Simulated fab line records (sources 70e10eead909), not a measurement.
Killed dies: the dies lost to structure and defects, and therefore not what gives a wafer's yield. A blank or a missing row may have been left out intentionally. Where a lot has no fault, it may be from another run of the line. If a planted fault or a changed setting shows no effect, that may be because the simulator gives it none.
Which of the tools did it? | flow nand harc | 24 lots, 72 wafers sampled, at 5 steps of a route of 1302

WHAT EACH GAUGE READ, for each wafer
NHARC_P_GATE_CD_MEAS_33. Usual: cd nm 121.5 nm, standard deviation 2.7.
lot  | measured     | on        | cd nm (nm)        | flag
L074 | day 5 12:07  | cd sem-03 | 122.3 123.7 121.1 |
L075 | day 5 17:04  | cd sem-03 | 118.9 124.9 123.8 |
L076 | day 6 07:13  | cd sem-01 | 121.0 120.7 123.1 |
L077 | day 6 07:52  | cd sem-02 | 121.7 120.7 119.1 |
L078 | day 6 22:34  | cd sem-01 | 121.3 125.4 121.5 |
L079 | day 7 05:07  | cd sem-02 | 121.0 123.3 121.0 |
L080 | day 7 15:57  | cd sem-03 | 127.6 123.4 123.8 |
L081 | day 8 08:39  | cd sem-03 | 123.4 124.3 125.4 |
L082 | day 8 09:10  | cd sem-03 | 115.5 120.8 119.1 |
L084 | day 9 02:02  | cd sem-02 | 121.4 120.9 123.1 |
L083 | day 9 02:14  | cd sem-02 | 122.6 119.9 119.8 |
L085 | day 9 23:33  | cd sem-03 | 117.6 122.3 116.5 |
L086 | day 10 03:30 | cd sem-02 | 115.3 118.1 120.8 |
L087 | day 10 08:21 | cd sem-03 | 119.7 120.2 119.7 |
L088 | day 11 01:11 | cd sem-03 | 123.4 118.5 119.8 |
L089 | day 11 01:21 | cd sem-01 | 121.8 126.7 124.7 |
L090 | day 11 20:51 | cd sem-03 | 125.6 128.5 119.3 |
L091 | day 12 08:03 | cd sem-02 | 120.2 118.4 117.4 |
L092 | day 12 12:43 | cd sem-02 | 123.2 119.3 120.2 |
L093 | day 13 10:19 | cd sem-03 | 124.1 121.8 118.9 |
L094 | day 13 16:50 | cd sem-01 | 121.8 118.9 126.3 |
L095 | day 13 17:02 | cd sem-03 | 126.0 122.6 122.8 |
L096 | day 14 06:48 | cd sem-02 | 121.8 122.3 124.5 |
L097 | day 14 14:59 | cd sem-01 | 121.2 123.5 123.4 |

NHARC_P_GATE_INSPECT_68. Usual: raw defect count 221, standard deviation 85.
lot  | measured     | on                | raw defect count | flag
L074 | day 6 05:12  | defect inspect-02 | 224 200 233      |
L075 | day 6 10:34  | defect inspect-01 | 336 109 352      |
L076 | day 7 00:37  | defect inspect-01 | 160 154 159      |
L077 | day 7 01:20  | defect inspect-01 | 256 263 271      |
L078 | day 7 15:53  | defect inspect-01 | 175 114 162      |
L079 | day 7 22:16  | defect inspect-02 | 262 231 159      |
L080 | day 8 09:23  | defect inspect-01 | 229 154 151      |
L081 | day 9 02:20  | defect inspect-01 | 182 121 189      |
L082 | day 9 03:04  | defect inspect-01 | 389 264 222      |
L084 | day 9 19:20  | defect inspect-01 | 259 158 239      |
L083 | day 9 19:58  | defect inspect-02 | 157 436 229      |
L085 | day 10 17:14 | defect inspect-02 | 247 165 141      |
L086 | day 10 23:08 | defect inspect-01 | 119 168 161      |
L087 | day 11 01:42 | defect inspect-01 | 183 205 189      |
L088 | day 11 18:49 | defect inspect-01 | 145 225 278      |
L089 | day 11 19:35 | defect inspect-02 | 172 167 195      |
L090 | day 12 14:31 | defect inspect-02 | 139 96 126       |
L091 | day 13 01:30 | defect inspect-02 | 227 288 386      |
L092 | day 13 06:17 | defect inspect-02 | 263 227 214      |
L093 | day 14 03:49 | defect inspect-02 | 174 113 156      |
L094 | day 14 10:07 | defect inspect-01 | 260 159 134      |
L095 | day 14 10:25 | defect inspect-02 | 315 277 359      |
L096 | day 15 00:12 | defect inspect-01 | 297 150 294      |
L097 | day 15 08:19 | defect inspect-01 | 256 381 276      |

NHARC_P_M0_CD_MEAS_09: target cd 90 nm. Usual: cd nm 90.1 nm, standard deviation 0.71.
lot  | measured     | on        | cd nm (nm)     | flag
L074 | day 6 10:43  | cd sem-03 | 89.4 89.6 89.7 |
L075 | day 6 16:20  | cd sem-02 | 88.1 90.2 89.6 |
L076 | day 7 06:25  | cd sem-01 | 89.0 90.5 90.4 |
L077 | day 7 07:33  | cd sem-02 | 89.1 88.4 88.9 |
L078 | day 7 21:32  | cd sem-01 | 90.5 91.3 90.6 |
L079 | day 8 03:55  | cd sem-01 | 90.3 90.3 89.9 |
L080 | day 8 15:04  | cd sem-03 | 90.2 89.1 90.1 |
L081 | day 9 08:05  | cd sem-03 | 90.7 89.9 90.3 |
L082 | day 9 08:50  | cd sem-01 | 90.8 90.5 89.7 |
L084 | day 10 00:52 | cd sem-03 | 90.6 89.5 90.3 |
L083 | day 10 01:38 | cd sem-02 | 90.3 89.5 91.0 |
L085 | day 10 23:02 | cd sem-02 | 90.4 91.1 91.1 |
L086 | day 11 04:59 | cd sem-03 | 90.7 91.0 91.0 |
L087 | day 11 07:29 | cd sem-02 | 89.1 89.3 89.5 |
L088 | day 12 00:30 | cd sem-03 | 89.9 89.8 88.8 |
L089 | day 12 01:23 | cd sem-03 | 90.3 90.0 90.2 |
L090 | day 12 20:13 | cd sem-01 | 88.8 89.8 89.3 |
L091 | day 13 07:20 | cd sem-03 | 90.9 91.3 91.1 |
L092 | day 13 12:04 | cd sem-01 | 89.4 89.2 90.2 |
L093 | day 14 09:23 | cd sem-01 | 90.6 90.7 90.8 |
L094 | day 14 15:54 | cd sem-02 | 90.6 90.8 91.4 |
L095 | day 14 16:13 | cd sem-01 | 89.8 90.2 90.8 |
L096 | day 15 06:08 | cd sem-03 | 90.1 90.2 90.9 |
L097 | day 15 14:06 | cd sem-01 | 88.9 90.2 89.3 |

WHAT TOOL EACH LOT RAN ON (gives the tool, then ch and the chambers of the sampled wafers, and finally the start)
lot  | NHARC_P_GATE_STRIP_111               | NHARC_P_GATE_RTA_82
L074 | plasma asher-02 ch 0,1, day 5 23:28  | rtp anneal-01 ch 0, day 6 05:02
L075 | plasma asher-01 ch 0,1, day 6 04:40  | rtp anneal-02 ch 0, day 6 10:22
L076 | plasma asher-01 ch 0,1, day 6 18:44  | rtp anneal-02 ch 0, day 7 00:25
L077 | plasma asher-01 ch 0,1, day 6 19:32  | rtp anneal-02 ch 0, day 7 01:13
L078 | plasma asher-01 ch 0,1, day 7 10:00  | rtp anneal-01 ch 0, day 7 15:41
L079 | plasma asher-01 ch 1, day 7 16:34    | rtp anneal-02 ch 0, day 7 22:05
L080 | plasma asher-02 ch 0,1, day 8 03:23  | rtp anneal-02 ch 0, day 8 09:11
L081 | plasma asher-02 ch 0,1, day 8 20:19  | rtp anneal-02 ch 0, day 9 02:08
L082 | plasma asher-01 ch 0,1, day 8 20:52  | rtp anneal-02 ch 0, day 9 02:52
L084 | plasma asher-01 ch 0,1, day 9 13:41  | rtp anneal-02 ch 0, day 9 19:11
L083 | plasma asher-02 ch 0,1, day 9 13:53  | rtp anneal-01 ch 0, day 9 19:48
L085 | plasma asher-01 ch 0,1, day 10 11:15 | rtp anneal-02 ch 0, day 10 17:04
L086 | plasma asher-02 ch 0,1, day 10 17:13 | rtp anneal-02 ch 0, day 10 22:56
L087 | plasma asher-01 ch 0,1, day 10 19:58 | rtp anneal-02 ch 0, day 11 01:32
L088 | plasma asher-01 ch 0,1, day 11 12:46 | rtp anneal-02 ch 0, day 11 18:39
L089 | plasma asher-01 ch 0,1, day 11 13:05 | rtp anneal-02 ch 0, day 11 19:25
L090 | plasma asher-02 ch 0,1, day 12 08:37 | rtp anneal-01 ch 0, day 12 14:23
L091 | plasma asher-02 ch 0,1, day 12 19:35 | rtp anneal-01 ch 0, day 13 01:20
L092 | plasma asher-02 ch 0,1, day 13 00:13 | rtp anneal-02 ch 0, day 13 06:05
L093 | plasma asher-01 ch 0,1, day 13 21:49 | rtp anneal-02 ch 0, day 14 03:37
L094 | plasma asher-01 ch 0, day 14 04:14   | rtp anneal-01 ch 0, day 14 09:56
L095 | plasma asher-02 ch 0,1, day 14 04:31 | rtp anneal-02 ch 0, day 14 10:17
L096 | plasma asher-02 ch 0,1, day 14 18:14 | rtp anneal-01 ch 0, day 15 00:01
L097 | plasma asher-01 ch 0,1, day 15 02:26 | rtp anneal-02 ch 0, day 15 08:09
- NHARC_P_GATE_STRIP_111: strips in N2/H2, time 250 s.
- NHARC_P_GATE_RTA_82: time 30 s.

WHAT THE TOOLS THEMSELVES READ (means of the sampled wafers that have a number; where no wafer has one, the mark that the record gives instead)
NHARC_P_GATE_STRIP_111. Usual: drypump motor current A 6.2 A, standard deviation 0.44; heater power w 86 W, standard deviation 6.6.
lot  | tool            | drypump motor current A (A) | heater power w (W) | flag
L074 | plasma asher-02 | 6.2                         | 87                 |
L075 | plasma asher-01 | 6.3                         | 80                 |
L076 | plasma asher-01 | 6.3                         | 83                 |
L077 | plasma asher-01 | 6.4                         | 84                 |
L078 | plasma asher-01 | 6.4                         | 83                 |
L079 | plasma asher-01 | 6.3                         | 76                 |
L080 | plasma asher-02 | 5.8                         | 93                 |
L081 | plasma asher-02 | 5.8                         | 91                 |
L082 | plasma asher-01 | 6.3                         | 83                 |
L084 | plasma asher-01 | 6.4                         | 86                 |
L083 | plasma asher-02 | 5.8                         | 91                 |
L085 | plasma asher-01 | 6.3                         | 82                 |
L086 | plasma asher-02 | 6.2                         | 90                 |
L087 | plasma asher-01 | 6.3                         | 84                 |
L088 | plasma asher-01 | 6.4                         | 87                 |
L089 | plasma asher-01 | 6.4                         | 85                 |
L090 | plasma asher-02 | 6.2                         | 89                 |
L091 | plasma asher-02 | 5.8                         | 94                 |
L092 | plasma asher-02 | 6.2                         | 91                 |
L093 | plasma asher-01 | 6.3                         | 83                 |
L094 | plasma asher-01 | 6.4                         | 89                 |
L095 | plasma asher-02 | 5.8                         | 92                 |
L096 | plasma asher-02 | 6.2                         | 90                 |
L097 | plasma asher-01 | 6.3                         | 83                 |

NHARC_P_GATE_RTA_82. Usual: lamp power pct 3.64 %, standard deviation 0.13; lamp_zone_3_pct 3.64 %, standard deviation 0.13; wafer_temp_C_max 452.5, standard deviation 0.52.
lot  | tool          | lamp power pct (%) | lamp_zone_3_pct (%) | wafer_temp_C_max | flag
L074 | rtp anneal-01 | 3.84               | 3.84                | 451.6            |
L075 | rtp anneal-02 | 3.56               | 3.55                | 452.8            |
L076 | rtp anneal-02 | 3.55               | 3.55                | 452.8            |
L077 | rtp anneal-02 | 3.55               | 3.55                | 452.6            |
L078 | rtp anneal-01 | 3.84               | 3.84                | 451.8            |
L079 | rtp anneal-02 | 3.55               | 3.55                | 452.4            |
L080 | rtp anneal-02 | 3.55               | 3.55                | 452.5            |
L081 | rtp anneal-02 | 3.55               | 3.56                | 452.5            |
L082 | rtp anneal-02 | 3.55               | 3.55                | 452.7            |
L084 | rtp anneal-02 | 3.55               | 3.55                | 452.5            |
L083 | rtp anneal-01 | 3.85               | 3.85                | 452.2            |
L085 | rtp anneal-02 | 3.55               | 3.55                | 452.9            |
L086 | rtp anneal-02 | 3.55               | 3.55                | 452.4            |
L087 | rtp anneal-02 | 3.55               | 3.55                | 452.1            |
L088 | rtp anneal-02 | 3.55               | 3.55                | 451.9            |
L089 | rtp anneal-02 | 3.55               | 3.55                | 452.4            |
L090 | rtp anneal-01 | 3.84               | 3.84                | 452.4            |
L091 | rtp anneal-01 | 3.84               | 3.84                | 451.9            |
L092 | rtp anneal-02 | 3.55               | 3.55                | 452.4            |
L093 | rtp anneal-02 | 3.55               | 3.55                | 452.6            |
L094 | rtp anneal-01 | 3.84               | 3.84                | 452.2            |
L095 | rtp anneal-02 | 3.55               | 3.55                | 452.5            |
L096 | rtp anneal-01 | 3.84               | 3.84                | 452.2            |
L097 | rtp anneal-02 | 3.55               | 3.55                | 452.7            |

THE ANSWER, worked out from the rows above alone
Rule: lot off if the mean of its wafers having a number is beyond 3 standard deviations from the usual mean. A lot without any number at a reading at which 4 lots or more have one is off too. All remaining lots with rows at the step are treated as sound. Order of review: gauges by route order, followed by the tools' own readings, for which a lot's mean as printed above is used. The first step at which some lot is off is used, and at that step the reading that is off furthest; a lot without a number counts as furthest.
Across all readings shown, no lot is off: no conclusion can be drawn from this.

WHAT THE SIMULATOR HAD INSERTED
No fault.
